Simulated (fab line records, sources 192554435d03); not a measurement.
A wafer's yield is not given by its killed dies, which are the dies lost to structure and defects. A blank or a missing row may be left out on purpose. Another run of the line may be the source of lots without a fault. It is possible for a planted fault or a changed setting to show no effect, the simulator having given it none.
fab line records	flow n5-finfet	part 1 of 2: steps 1 to 25 of 32
[record] lots = 5	wafers = 15	last-day = 20
route steps=1938 shown BEOL_M10@1476
lots untouched by any fault: they come from a run of this same line in which no faults occurred
start-h: hours from the record's opening day to when the first of the lot's shown wafers began	wait-h: hours since the lot's step before	" as in the row above	L1.1+2: a row that stands for several wafers	- no value, or no start was given	* or withheld: withheld	< > ~ a bound
route shown NAME@n: names a module that has steps shown in the file, with the first one's number in the route	usual: average and standard deviation across the fault-free wafers	same: alike in all rows	chamber/n: place in a boat	sites: per-site readings	_std_site: the standard deviation of these	_edge_site: the outer-site mean with the inner-site mean subtracted	radius-mm: for every site, how far away it sits from the centre of the wafer	mask NAME#n: copy n	behind: tool/chamber where the wafer was last shaped	hold: why the lot went on hold/how many hours it stayed there/how the hold came to an end	device: whichever transistor did not switch (one of n, p or np)	end of line: the route-end tests of the same wafers	a step without rows: its recipe alone	killed: count of dies lost to structure and defects at first sort (not the wafer's yield)	map: dies across one wafer; x = killed, . = not, _ = none there
set.NAME: the setting as run; set.NAME@STEP: as run at that earlier step	model.NAME: the simulator's own value behind a step, which no gauge read
lots at selected steps of the route; one table per step, one row per wafer
services: when a tool's chamber went out of use (start-h, in hours from the record's first day, below 0 if earlier), for how many hours, and the reason
[[steps]]
[step N5_BEOL_M10_COAT_60]
[recipe] resist = SiARC	temp-c = 220	time-s = 60	spin-rpm = 1500	resist-thk-nm = 30
lot.wafer	tool	chamber	start-h	wait-h
L076.1+2+6	litho-track-02	0	-	-
L087.1+2+6	litho-track-02	0	-	-
L088.1+2+4	litho-track-02	0	-	-
L093.1+2+4	litho-track-02	0	-	-
L097.1+2+4	litho-track-04	0	-	-
[step N5_BEOL_M10_COAT_05]
[recipe] resist = CAR-ArF	spin-rpm = 1500	resist-thk-nm = 90
lot.wafer	tool	chamber	start-h	wait-h
L076.1+2+6	litho-track-02	0	-	-
L087.1+2+6	litho-track-02	0	-	-
L088.1+2+4	litho-track-02	0	-	-
L093.1+2+4	litho-track-02	0	-	-
L097.1+2+4	litho-track-04	0	-	-
[step N5_BEOL_M10_EBR_07]
[recipe] solvent = PGMEA	ebr-width-mm = 1.5
lot.wafer	tool	chamber	start-h	wait-h
L076.1+2+6	litho-track-02	0	-	-
L087.1+2+6	litho-track-02	0	-	-
L088.1+2+4	litho-track-02	0	-	-
L093.1+2+4	litho-track-02	0	-	-
L097.1+2+4	litho-track-04	0	-	-
[step N5_BEOL_M10_SOFTBAKE_06]
[recipe] temp-c = 110	time-s = 60	resist = CAR-ArF
lot.wafer	tool	chamber	start-h	wait-h
L076.1+2+6	litho-track-02	0	-	-
L087.1+2+6	litho-track-02	0	-	-
L088.1+2+4	litho-track-02	0	-	-
L093.1+2+4	litho-track-02	0	-	-
L097.1+2+4	litho-track-04	0	-	-
[step N5_BEOL_M10_EXPOSE_08]
[recipe] mask-id = M10	na = 1.35	source-shape = dipole	sigma-inner = 0.411	sigma-outer = 0.611	polarization = te	dose-mj = 53.75
lot.wafer	tool	chamber	start-h	wait-h	mask
L076.1+2+6	arfi-scanner-01	0	259.36	-	M10#0
L087.1+2+6	arfi-scanner-03	0	340.91	-	M10#0
L088.1+2+4	arfi-scanner-01	0	357.88	-	M10#0
L093.1+2+4	arfi-scanner-01	0	377.51	-	M10#0
L097.1+2+4	arfi-scanner-02	0	427.66	-	M10#0
[step N5_BEOL_M10_PEB_09]
[recipe] peb-temp-c = withheld	peb-time-s = 60	resist = CAR-ArF
[same] peb-time-s = 60
lot.wafer	tool	chamber	start-h	wait-h
L076.1+2+6	litho-track-03	0	259.42	0.1
L087.1+2+6	litho-track-04	0	340.97	0.1
L088.1+2+4	litho-track-02	0	357.94	0.1
L093.1+2+4	litho-track-02	0	377.57	0.1
L097.1+2+4	litho-track-02	0	427.72	0.1
[step N5_BEOL_M10_DEVELOP_10]
[recipe] develop-time-s = 30	developer = TMAH	resist = CAR-ArF	rinse-liquid = diw	dry = air-spin	dev-temp-c = 23
lot.wafer	tool	chamber	start-h	wait-h
L076.1+2+6	litho-track-03	0	-	-
L087.1+2+6	litho-track-04	0	-	-
L088.1+2+4	litho-track-02	0	-	-
L093.1+2+4	litho-track-02	0	-	-
L097.1+2+4	litho-track-02	0	-	-
[step N5_BEOL_M10_CD_MEAS_11]
[recipe] target-cd-nm = 64.1	landing-energy-ev = 500	detector = se-inlens	polarity = opening
[usual] cd-nm = 64.1/0.54
[same] landing-energy-ev = 500
lot.wafer	tool	chamber	start-h	wait-h	cd-nm
L076.1	cd-sem-03	0	259.49	-	64.2
L076.2	"	0	"	"	63.6
L076.6	"	0	"	"	63.0
L087.1	cd-sem-03	0	341.03	-	64.6
L087.2	"	0	"	"	64.0
L087.6	"	0	"	"	64.0
L088.1	cd-sem-01	0	358.01	-	63.8
L088.2	"	0	"	"	63.7
L088.4	"	0	"	"	63.6
L093.1	cd-sem-03	0	377.63	-	62.9
L093.2	"	0	"	"	64.5
L093.4	"	0	"	"	63.8
L097.1	cd-sem-03	0	427.79	-	64.9
L097.2	"	0	"	"	64.5
L097.4	"	0	"	"	64.4
[step N5_BEOL_M10_OVL_MEAS_12]
[recipe] points-per-wafer = 44
[usual] M10_OVL = -0.3/0.83
lot.wafer	tool	chamber	start-h	wait-h	M10_OVL[nm]
L076.1	overlay-02	0	259.52	0.0	-0.2
L076.2	"	0	"	"	0.3
L076.6	"	0	"	"	-1.5
L087.1	overlay-01	0	341.06	0.0	-0.6
L087.2	"	0	"	"	-0.6
L087.6	"	0	"	"	-0.1
L088.1	overlay-02	0	358.04	0.0	-1.8
L088.2	"	0	"	"	-0.1
L088.4	"	0	"	"	-0.1
L093.1	overlay-01	0	377.66	0.0	0.3
L093.2	"	0	"	"	0.2
L093.4	"	0	"	"	0.3
L097.1	overlay-01	0	427.82	0.0	0.7
L097.2	"	0	"	"	1.2
L097.4	"	0	"	"	1.2
[step N5_BEOL_M10_INSPECT_13]
[recipe] mode = adi	inspect-instrument = brightfield
[usual] raw-defect-count = 430/110
lot.wafer	tool	chamber	start-h	wait-h	raw-defect-count
L076.1	defect-inspect-01	-	259.54	0.0	356
L076.2	"	-	"	"	338
L076.6	"	-	"	"	363
L087.1	defect-inspect-02	-	341.09	0.0	528
L087.2	"	-	"	"	514
L087.6	"	-	"	"	499
L088.1	defect-inspect-01	-	358.06	0.0	444
L088.2	"	-	"	"	338
L088.4	"	-	"	"	322
L093.1	defect-inspect-02	-	377.69	0.0	400
L093.2	"	-	"	"	391
L093.4	"	-	"	"	550
L097.1	defect-inspect-02	-	427.84	0.0	584
L097.2	"	-	"	"	512
L097.4	"	-	"	"	544
[step N5_BEOL_M10_DESCUM_16]
[recipe] chemistry = O2	time-s = 7.9	source-power-w = 50	bias-power-w = 20	pressure-mtorr = 20	rf-frequency-hz = 2.712e+07	temp-c = 40	resist = CAR-ArF	o2-flow-sccm = 225
[usual] bias-power-w = 20.01/0.06	drypump-motor-current-A = 5.8/0.53	oes-product-au = 0.81/0.11	rf-vpp-V = 243.6/1.4	showerhead-plenum-p-Torr = 2.12/0.076	temp-c = 40.00/0.1	throttle-valve-pct = 20.4/0.31
lot.wafer	tool	chamber	start-h	wait-h	bias-power-w	drypump-motor-current-A	oes-product-au	rf-hours-counter-h	rf-vpp-V	showerhead-plenum-p-Torr	temp-c	throttle-valve-pct
L076.1	rie-diel-06	0	259.65	0.1	20.01	5.9	0.72	213	244.9	2.14	40.06	20.5
L076.2	"	1	"	"	20.01	5.2	0.68	221	246.0	2.18	39.97	20.6
L076.6	"	0	"	"	20.01	5.9	0.73	-	244.1	2.14	40.18	20.5
L087.1	rie-diel-03	3	341.12	0.0	19.99	6.1	0.94	24	246.3	2.23	40.10	20.1
L087.2	"	1	"	"	20.02	5.9	0.73	219	243.4	2.17	39.89	21.1
L087.6	"	3	"	"	19.99	6.1	0.93	-	244.8	2.23	39.88	20.1
L088.1	rie-diel-02	1	358.41	0.4	20.04	5.5	0.90	23	242.1	2.06	40.04	20.6
L088.2	"	2	"	"	20.02	5.2	0.88	42	240.9	2.04	39.95	20.2
L088.4	"	0	"	"	20.03	6.1	0.84	81	245.2	2.22	40.01	20.0
L093.1	rie-diel-03	1	377.72	0.0	19.97	6.0	0.72	232	242.6	2.17	39.94	21.1
L093.2	"	0	"	"	20.04	4.9	0.83	70	241.4	2.04	40.03	20.2
L093.4	"	2	"	"	19.91	5.6	0.68	245	241.4	1.97	39.81	20.5
L097.1	rie-diel-06	3	427.88	0.0	20.05	6.8	0.83	63	243.6	2.11	40.15	20.0
L097.2	"	2	"	"	20.08	6.1	0.85	54	244.4	2.14	40.10	20.4
L097.4	"	1	"	"	20.03	5.2	0.87	-	244.8	2.16	39.79	20.4
[step N5_BEOL_M10_ETCH_61]
[recipe] chemistry = CF4	target = SiARC	target-depth-a = 390	mask-material = CAR-ArF	time-s = 65	ion-energy-ev = 80	pressure-mtorr = 40	source-w = 545	bias-w = 36	Ar_flow_sccm = 100	cf4-flow-sccm = 100	ends = cleared
[usual] drypump-motor-current-A = 5.8/0.52	etch-rf-on-time-s = 64.2/1.4	mfc-ar-sccm = 100.0/0.32	oes-product-au = 0.69/0.09	rf-vpp-V = 184.4/1.2	showerhead-plenum-p-Torr = 2.17/0.068	throttle-valve-pct = 15.5/0.3
lot.wafer	tool	chamber	start-h	wait-h	drypump-motor-current-A	etch-rf-on-time-s	mfc-ar-sccm	oes-product-au	rf-hours-counter-h	rf-vpp-V	showerhead-plenum-p-Torr	throttle-valve-pct
L076.1	rie-diel-06	0	259.68	0.0	5.9	64.6	99.5	0.61	213	184.4	2.20	15.8
L076.2	"	1	"	"	5.2	63.2	100.1	0.59	221	185.7	2.21	15.7
L076.6	"	0	"	"	5.9	64.6	100.3	0.61	-	185.0	2.20	15.8
L087.1	rie-diel-03	3	341.16	0.0	6.1	64.3	100.3	0.79	24	186.5	2.26	15.2
L087.2	"	1	"	"	5.9	62.5	99.7	0.63	219	185.4	2.20	16.1
L087.6	"	3	"	"	6.1	64.4	100.1	0.80	-	184.9	2.26	15.2
L088.1	rie-diel-02	1	358.45	0.0	5.4	65.0	100.0	0.76	23	184.7	2.09	15.6
L088.2	"	2	"	"	5.2	62.3	99.9	0.76	42	183.5	2.11	15.4
L088.4	"	0	"	"	6.1	64.1	99.9	0.71	81	185.1	2.25	15.1
L093.1	rie-diel-03	1	377.76	0.0	5.9	61.8	100.5	0.63	232	185.4	2.20	16.2
L093.2	"	0	"	"	4.9	61.7	100.6	0.73	70	183.1	2.10	15.4
L093.4	"	2	"	"	5.7	65.6	100.2	0.58	245	183.8	2.03	15.8
L097.1	rie-diel-06	3	427.91	0.0	6.8	66.1	99.7	0.70	63	186.2	2.19	15.4
L097.2	"	2	"	"	6.2	64.5	100.0	0.72	54	185.4	2.16	15.4
L097.4	"	1	"	"	5.2	63.6	100.4	0.76	-	184.2	2.19	15.4
[step N5_BEOL_M10_ETCH_62]
[recipe] chemistry = N2/H2	target = SOC	target-depth-a = 1100	overetch-a = 220	mask-material = SiARC	temp-c = 40	time-s = 165	ion-energy-ev = 200	pressure-mtorr = 30	source-w = 840	bias-w = 150	n2-flow-sccm = 200	h2-flow-sccm = 200
[usual] drypump-motor-current-A = 5.8/0.52	oes-product-au = 0.68/0.086	rf-vpp-V = 524.8/2.5	showerhead-plenum-p-Torr = 2.57/0.088	temp-c = 40.01/0.11	throttle-valve-pct = 17.8/0.35
lot.wafer	tool	chamber	start-h	wait-h	drypump-motor-current-A	oes-product-au	rf-hours-counter-h	rf-vpp-V	showerhead-plenum-p-Torr	temp-c	throttle-valve-pct
L076.1	rie-diel-06	0	259.73	0.0	5.9	0.60	213	526.2	2.62	40.07	18.1
L076.2	"	1	"	"	5.2	0.58	221	525.6	2.61	40.02	17.8
L076.6	"	0	"	"	5.9	0.60	-	525.3	2.62	40.05	18.1
L087.1	rie-diel-03	3	341.21	0.0	6.1	0.78	24	529.1	2.70	39.97	17.4
L087.2	"	1	"	"	5.9	0.61	219	527.4	2.62	40.06	18.5
L087.6	"	3	"	"	6.1	0.77	-	528.0	2.70	39.83	17.4
L088.1	rie-diel-02	1	358.50	0.0	5.4	0.76	23	523.0	2.50	39.86	18.0
L088.2	"	2	"	"	5.2	0.73	43	522.5	2.46	40.00	17.5
L088.4	"	0	"	"	6.1	0.70	81	528.2	2.68	40.16	17.3
L093.1	rie-diel-03	1	377.81	0.0	5.9	0.61	232	526.7	2.62	39.86	18.5
L093.2	"	0	"	"	4.9	0.70	70	521.8	2.47	39.84	17.5
L093.4	"	2	"	"	5.6	0.57	245	520.4	2.39	40.16	17.9
L097.1	rie-diel-06	3	427.96	0.0	6.8	0.71	63	524.7	2.58	40.15	17.6
L097.2	"	2	"	"	6.2	0.70	54	523.7	2.59	39.85	17.8
L097.4	"	1	"	"	5.2	0.74	-	524.3	2.59	39.92	17.5
[step N5_BEOL_M10_STRIP_68]
[recipe] chemistry = N2/H2	temp-c = 40	n2-flow-sccm = 200	h2-flow-sccm = 200	rf-frequency-hz = 6e+07
lot.wafer	tool	chamber	start-h	wait-h
L076.1+2+6	rie-diel-06	0,1,0	259.87	0.1
L087.1+2+6	rie-diel-03	3,1,3	341.34	0.1
L088.1+2+4	rie-diel-02	1,2,0	358.64	0.1
L093.1+2+4	rie-diel-03	1,0,2	377.94	0.1
L097.1+2+4	rie-diel-06	3,2,1	428.10	0.1
[step N5_BEOL_M10_STRIP_67]
[recipe] chemistry = CF4	resist = SiARC	power-w = 300	bias-power-w = 75	pressure-mtorr = 50	cf4-flow-sccm = 150	rf-frequency-hz = 6e+07
[usual] bias-power-w = 75.04/0.25	drypump-motor-current-A = 5.8/0.53	oes-product-au = 0.81/0.1	power-w = 300.1/0.9	rf-vpp-V = 271.6/1.5	showerhead-plenum-p-Torr = 1.82/0.052	throttle-valve-pct = 13.5/0.33
lot.wafer	tool	chamber	start-h	wait-h	bias-power-w	drypump-motor-current-A	oes-product-au	power-w	rf-hours-counter-h	rf-vpp-V	showerhead-plenum-p-Torr	throttle-valve-pct
L076.1	rie-diel-06	0	259.88	0.0	75.08	5.9	0.72	300.4	213	272.5	1.85	13.9
L076.2	"	1	"	"	75.29	5.2	0.68	299.2	221	272.4	1.85	13.7
L076.6	"	0	"	"	75.07	5.9	0.72	298.6	-	273.0	1.85	13.8
L087.1	rie-diel-03	3	341.35	0.0	75.28	6.1	0.92	301.2	24	272.5	1.89	13.1
L087.2	"	1	"	"	75.18	6.0	0.73	299.4	219	273.9	1.84	14.1
L087.6	"	3	"	"	75.28	6.1	0.92	302.2	-	273.7	1.89	13.1
L088.1	rie-diel-02	1	358.65	0.0	74.93	5.5	0.89	300.6	23	269.5	1.75	13.6
L088.2	"	2	"	"	75.21	5.2	0.86	301.0	43	270.6	1.77	13.3
L088.4	"	0	"	"	75.16	6.1	0.83	301.2	81	273.5	1.87	13.0
L093.1	rie-diel-03	1	377.95	0.0	75.25	5.9	0.71	299.0	232	271.2	1.84	14.1
L093.2	"	0	"	"	75.00	4.9	0.82	298.8	70	271.4	1.76	13.4
L093.4	"	2	"	"	74.90	5.6	0.68	299.1	245	270.3	1.72	13.8
L097.1	rie-diel-06	3	428.11	0.0	75.17	6.8	0.83	300.3	63	272.3	1.83	13.4
L097.2	"	2	"	"	75.21	6.2	0.84	299.9	54	272.4	1.81	13.3
L097.4	"	1	"	"	75.21	5.2	0.88	300.3	-	269.8	1.83	13.3
[step N5_BEOL_M10_HM_OPEN_17]
[recipe] chemistry = Cl2/BCl3	target-depth-a = 200	overetch-a = 60	target = TiN	mask-material = SOC	ion-energy-ev = 150	pressure-mtorr = 10	icp-w = 1000	bias-w = 126	Cl2_flow_sccm = 53.25	bcl3-flow-sccm = 21.75	Ar_flow_sccm = 25
[usual] drypump-motor-current-A = 5.5/0.57	mfc-ar-sccm = 24.99/0.092	oes-product-au = 0.69/0.071	throttle-valve-pct = 22.05/0.23
lot.wafer	tool	chamber	start-h	wait-h	drypump-motor-current-A	mfc-ar-sccm	oes-product-au	rf-hours-counter-h	throttle-valve-pct
L076.1	rie-metal-02	1	259.95	0.1	6.4	25.13	0.73	23	22.25
L076.2	"	1	"	"	6.4	25.10	0.73	-	22.23
L076.6	"	1	"	"	6.4	25.15	0.73	-	22.23
L087.1	rie-metal-03	1	341.39	0.0	6.0	24.92	0.82	2	21.74
L087.2	"	1	"	"	6.0	24.97	0.81	-	21.75
L087.6	"	1	"	"	6.0	24.99	0.81	-	21.76
L088.1	rie-metal-01	0	358.69	0.0	4.9	24.86	0.68	37	22.08
L088.2	"	1	"	"	5.6	25.03	0.66	41	21.79
L088.4	"	0	"	"	5.0	24.97	0.68	-	22.10
L093.1	rie-metal-02	1	377.99	0.0	6.4	25.09	0.68	34	22.29
L093.2	"	0	"	"	4.9	24.97	0.75	11	21.83
L093.4	"	1	"	"	6.4	25.04	0.69	-	22.27
L097.1	rie-metal-02	1	428.15	0.0	6.4	25.00	0.67	40	22.31
L097.2	"	0	"	"	4.8	24.92	0.75	14	21.82
L097.4	"	0	"	"	4.8	24.87	0.75	-	21.83
[step N5_BEOL_M10_STRIP_19]
[recipe] chemistry = O2	power-w = 400	temp-c = 40	pressure-mtorr = 30	rf-frequency-hz = 6e+07	bias-power-w = 0	overash-fraction = 0.2	o2-flow-sccm = 225
[usual] drypump-motor-current-A = 5.8/0.52	oes-product-au = 0.82/0.1	rf-vpp-V = 3.6/0.55	showerhead-plenum-p-Torr = 2.12/0.081	temp-c = 40.00/0.11	throttle-valve-pct = 16.6/0.32
[same] bias-power-w = 0
lot.wafer	tool	chamber	start-h	wait-h	drypump-motor-current-A	oes-product-au	rf-hours-counter-h	rf-vpp-V	showerhead-plenum-p-Torr	temp-c	throttle-valve-pct
L076.1	rie-diel-02	1	260.15	0.2	5.5	0.70	242	3.1	2.07	40.01	17.2
L076.2	"	3	"	"	6.3	0.70	212	4.0	1.99	40.09	16.5
L076.6	"	0	"	"	6.1	0.88	-	3.1	2.23	40.17	16.2
L087.1	rie-diel-03	3	341.77	0.3	6.1	0.93	24	3.3	2.23	39.99	16.3
L087.2	"	1	"	"	5.9	0.72	219	3.2	2.18	39.73	17.3
L087.6	"	0	"	"	4.9	0.84	-	4.5	2.05	40.05	16.4
L088.1	rie-diel-02	0	358.96	0.2	6.1	0.83	81	3.2	2.22	39.99	16.2
L088.2	"	2	"	"	5.2	0.89	43	4.2	2.04	39.86	16.4
L088.4	"	3	"	"	6.4	0.67	248	3.6	1.98	40.00	16.6
L093.1	rie-diel-06	2	378.19	0.2	6.2	0.90	29	3.5	2.16	39.86	16.5
L093.2	"	3	"	"	6.8	0.88	39	4.0	2.12	39.87	16.3
L093.4	"	1	"	"	5.2	0.93	-	4.6	2.17	39.95	16.5
L097.1	rie-diel-02	3	428.26	0.1	6.4	0.91	16	3.4	2.24	40.07	16.2
L097.2	"	0	"	"	6.1	0.81	108	3.1	2.21	40.07	16.3
L097.4	"	1	"	"	5.5	0.86	49	3.9	2.06	40.11	16.9
[step N5_BEOL_M10_CD_MEAS_18]
[recipe] pitch-nm = 140	target-cd-nm = 70
[usual] cd-nm = 70.0/0.59
lot.wafer	tool	chamber	start-h	wait-h	cd-nm
L076.1	cd-sem-03	-	260.22	0.0	69.9
L076.2	"	-	"	"	70.4
L076.6	"	-	"	"	68.9
L087.1	cd-sem-01	-	341.84	0.0	70.3
L087.2	"	-	"	"	69.8
L087.6	"	-	"	"	69.9
L088.1	cd-sem-02	-	359.03	0.0	70.2
L088.2	"	-	"	"	69.4
L088.4	"	-	"	"	69.7
L093.1	cd-sem-02	-	378.26	0.0	69.5
L093.2	"	-	"	"	70.2
L093.4	"	-	"	"	69.6
L097.1	cd-sem-01	-	428.33	0.0	70.6
L097.2	"	-	"	"	70.2
L097.4	"	-	"	"	70.0
[step N5_BEOL_M10_COAT_63]
[recipe] resist = SOC	temp-c = 250	time-s = 60	spin-rpm = 1500	resist-thk-nm = 100
lot.wafer	tool	chamber	start-h	wait-h
L076.1+2+6	litho-track-02	0	260.32	0.1
L087.1+2+6	litho-track-02	0	342.33	0.5
L088.1+2+4	litho-track-03	0	359.42	0.4
L093.1+2+4	litho-track-02	0	378.89	0.6
L097.1+2+4	litho-track-03	0	429.28	1.0
[step N5_BEOL_M10_COAT_64]
[recipe] resist = SiARC	temp-c = 220	time-s = 60	spin-rpm = 1500	resist-thk-nm = 30
lot.wafer	tool	chamber	start-h	wait-h
L076.1+2+6	litho-track-02	0	-	-
L087.1+2+6	litho-track-02	0	-	-
L088.1+2+4	litho-track-03	0	-	-
L093.1+2+4	litho-track-02	0	-	-
L097.1+2+4	litho-track-03	0	-	-
[step N5_BEOL_M10_COAT_22]
[recipe] resist = CAR-ArF	spin-rpm = 1500	resist-thk-nm = 90
lot.wafer	tool	chamber	start-h	wait-h
L076.1+2+6	litho-track-02	0	-	-
L087.1+2+6	litho-track-02	0	-	-
L088.1+2+4	litho-track-03	0	-	-
L093.1+2+4	litho-track-02	0	-	-
L097.1+2+4	litho-track-03	0	-	-
[step N5_BEOL_M10_EBR_24]
[recipe] solvent = PGMEA	ebr-width-mm = 1.5
lot.wafer	tool	chamber	start-h	wait-h
L076.1+2+6	litho-track-02	0	-	-
L087.1+2+6	litho-track-02	0	-	-
L088.1+2+4	litho-track-03	0	-	-
L093.1+2+4	litho-track-02	0	-	-
L097.1+2+4	litho-track-03	0	-	-
[step N5_BEOL_M10_SOFTBAKE_23]
[recipe] temp-c = 110	time-s = 60	resist = CAR-ArF
lot.wafer	tool	chamber	start-h	wait-h
L076.1+2+6	litho-track-02	0	-	-
L087.1+2+6	litho-track-02	0	-	-
L088.1+2+4	litho-track-03	0	-	-
L093.1+2+4	litho-track-02	0	-	-
L097.1+2+4	litho-track-03	0	-	-
[step N5_BEOL_M10_EXPOSE_25]
[recipe] mask-id = V9	na = 1.35	source-shape = annular	sigma-inner = 0.5	sigma-outer = 0.8	polarization = unpolarized	dose-mj = 85.5
lot.wafer	tool	chamber	start-h	wait-h	mask
L076.1+2+6	arfi-scanner-01	0	260.65	-	V9#0
L087.1+2+6	arfi-scanner-03	0	342.45	-	V9#0
L088.1+2+4	arfi-scanner-02	0	359.70	-	V9#0
L093.1+2+4	arfi-scanner-01	0	379.13	-	V9#0
L097.1+2+4	arfi-scanner-03	0	429.52	-	V9#0
[step N5_BEOL_M10_PEB_26]
[recipe] peb-temp-c = withheld	peb-time-s = 60	resist = CAR-ArF
[same] peb-time-s = 60
lot.wafer	tool	chamber	start-h	wait-h
L076.1+2+6	litho-track-03	0	260.72	0.1
L087.1+2+6	litho-track-04	0	342.51	0.1
L088.1+2+4	litho-track-03	0	359.76	0.1
L093.1+2+4	litho-track-04	0	379.20	0.1
L097.1+2+4	litho-track-04	0	429.59	0.1
